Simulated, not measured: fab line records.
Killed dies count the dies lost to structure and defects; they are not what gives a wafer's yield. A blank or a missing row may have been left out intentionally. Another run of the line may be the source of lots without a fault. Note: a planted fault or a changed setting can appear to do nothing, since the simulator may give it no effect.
The tool behind it: which one?    flow n5_finfet    Sampling: 24 lots, 72 wafers, 2 of 1938 route steps

## WHAT THE GAUGES SHOWED, per wafer
N5_BEOL_M10_OCD_MEAS_38.
lot   measured      on      trench_depth_nm (nm)
L074  day 10 03:49  ocd-02  147.2 145.4 144.2
L076  day 10 23:22  ocd-02  143.6 145.5 151.6
L077  day 10 22:50  ocd-02  147.9 146.6 148.3
L075  day 11 10:20  ocd-02  146.6 149.3 147.9
L078  day 11 14:24  ocd-02  141.8 145.9 146.0
L080  day 12 15:05  ocd-02  148.6 148.9 145.8
L082  day 12 16:37  ocd-01  147.2 151.9 151.2
L079  day 12 17:12  ocd-01  145.9 144.4 145.4
L081  day 12 19:34  ocd-02  150.1 148.8 147.8
L083  day 12 22:26  ocd-01  152.7 145.1 147.0
L085  day 13 20:21  ocd-02  142.8 141.5 144.7
L084  day 13 21:02  ocd-01  142.8 148.5 143.2
L088  day 14 03:58  ocd-01  144.9 144.3 146.6
L087  day 14 03:34  ocd-01  144.9 141.3 142.0
L089  day 14 07:11  ocd-01  146.8 148.1 145.8
L086  day 14 07:20  ocd-01  144.2 147.7 150.6
L090  day 14 14:02  ocd-01  147.5 147.9 146.2
L091  day 14 21:42  ocd-02  149.0 147.1 151.2
L092  day 15 06:06  ocd-01  145.6 146.5 144.4
L093  day 15 22:02  ocd-01  153.3 149.2 145.7
L095  day 16 10:32  ocd-01  145.3 148.2 149.2
L094  day 16 12:02  ocd-01  145.7 146.1 154.4
L096  day 16 14:41  ocd-01  146.1 150.8 151.1
L097  day 17 10:25  ocd-02  150.2 147.8 152.2

## WHICH TOOL RAN EACH LOT (tool, then ch and the chambers of the sampled wafers, then the start)
lot   N5_BEOL_M10_STRIP_19
L074  rie_diel-02 ch 1,3, day 10 02:33
L076  rie_diel-01 ch 2,3, day 10 18:13
L077  rie_diel-02 ch 0,1,2, day 10 19:52
L075  rie_diel-01 ch 0,1,2, day 11 08:32
L078  rie_diel-01 ch 0,2,3, day 11 12:25
L080  rie_diel-02 ch 1,3, day 12 11:51
L082  rie_diel-02 ch 0,1, day 12 15:41
L079  rie_diel-06 ch 0,1, day 12 15:58
L081  rie_diel-01 ch 0,1,3, day 12 18:16
L083  rie_diel-02 ch 1,2,3, day 12 20:49
L085  rie_diel-02 ch 0,1, day 13 15:07
L084  rie_diel-01 ch 1,2,3, day 13 18:27
L088  rie_diel-02 ch 0,1,2, day 13 23:24
L087  rie_diel-06 ch 0,3, day 14 00:35
L089  rie_diel-01 ch 2,3, day 14 04:22
L086  rie_diel-01 ch 0,1,2, day 14 04:49
L090  rie_diel-02 ch 0,2, day 14 12:58
L091  rie_diel-06 ch 1,2, day 14 17:28
L092  rie_diel-06 ch 1,2,3, day 15 04:19
L093  rie_diel-01 ch 1,2,3, day 15 18:52
L095  rie_diel-02 ch 0,3, day 16 07:56
L094  rie_diel-02 ch 0,1,2, day 16 10:12
L096  rie_diel-06 ch 0,1,3, day 16 11:30
L097  rie_diel-06 ch 1,2, day 17 08:12
- N5_BEOL_M10_STRIP_19: strips in O2.

## WHAT THE TOOLS THEMSELVES READ (means of the sampled wafers that have a number; where no wafer has one, the mark that the record gives instead)
N5_BEOL_M10_STRIP_19.
lot   tool         drypump_motor_current_A (A)  oes_product_au (a.u.)  rf_vpp_V (V)  showerhead_plenum_p_Torr (Torr)  throttle_valve_pct (%)
L074  rie_diel-02  5.1                          0.74                   4.0           2.16                             17.05
L076  rie_diel-01  5.7                          0.76                   3.9           2.10                             16.86
L077  rie_diel-02  5.6                          0.73                   3.6           2.03                             16.87
L075  rie_diel-01  5.7                          0.82                   4.2           2.11                             16.72
L078  rie_diel-01  5.7                          0.77                   3.6           2.10                             16.85
L080  rie_diel-02  5.2                          0.73                   3.1           2.13                             16.93
L082  rie_diel-02  5.8                          0.74                   3.9           2.03                             16.69
L079  rie_diel-06  5.2                          0.84                   3.8           2.08                             16.69
L081  rie_diel-01  5.7                          0.79                   3.6           2.09                             16.75
L083  rie_diel-02  5.2                          0.71                   3.8           2.09                             17.08
L085  rie_diel-02  5.5                          0.74                   3.9           2.06                             16.76
L084  rie_diel-01  5.7                          0.77                   4.0           2.09                             16.80
L088  rie_diel-02  5.5                          0.71                   3.3           2.02                             16.90
L087  rie_diel-06  5.7                          0.70                   3.4           2.04                             16.96
L089  rie_diel-01  5.6                          0.74                   3.8           2.09                             16.92
L086  rie_diel-01  5.7                          0.79                   3.8           2.10                             16.76
L090  rie_diel-02  5.9                          0.71                   3.2           1.99                             16.87
L091  rie_diel-06  5.2                          0.81                   3.5           2.06                             16.57
L092  rie_diel-06  5.4                          0.75                   3.6           2.05                             16.71
L093  rie_diel-01  5.7                          0.76                   3.3           2.08                             16.84
L095  rie_diel-02  5.4                          0.70                   3.9           2.11                             17.10
L094  rie_diel-02  5.5                          0.80                   3.6           2.11                             16.81
L096  rie_diel-06  5.4                          0.84                   3.3           2.05                             16.70
L097  rie_diel-06  5.1                          0.94                   3.7           2.09                             16.41

## THE ANSWER, worked out from the rows above alone
Rule: what is usual is taken from the lots themselves. Put in order of their means at a reading, lots are off if they are a third of the lots or fewer, leave a main group of 4 or more, and stand apart from it by a gap of 3 or more times the standard deviation of the main group's means; of several such gaps the widest counts. The tables above print the reading to a certain number of digits; a main group whose means all agree to those digits is not used. A lot without any number at a reading at which 4 lots or more have one is off too. Where the step has rows for the other lots, those lots are counted as sound. Order of review: gauges by route order, followed by the tools' own readings, for which a lot's mean as printed above is used. The first step at which some lot is off is used, and at that step the reading that is off furthest; a lot without a number counts as furthest.
None of the lots is off at any reading shown; this tells nothing.

## WHAT THE SIMULATOR HAD PUT IN
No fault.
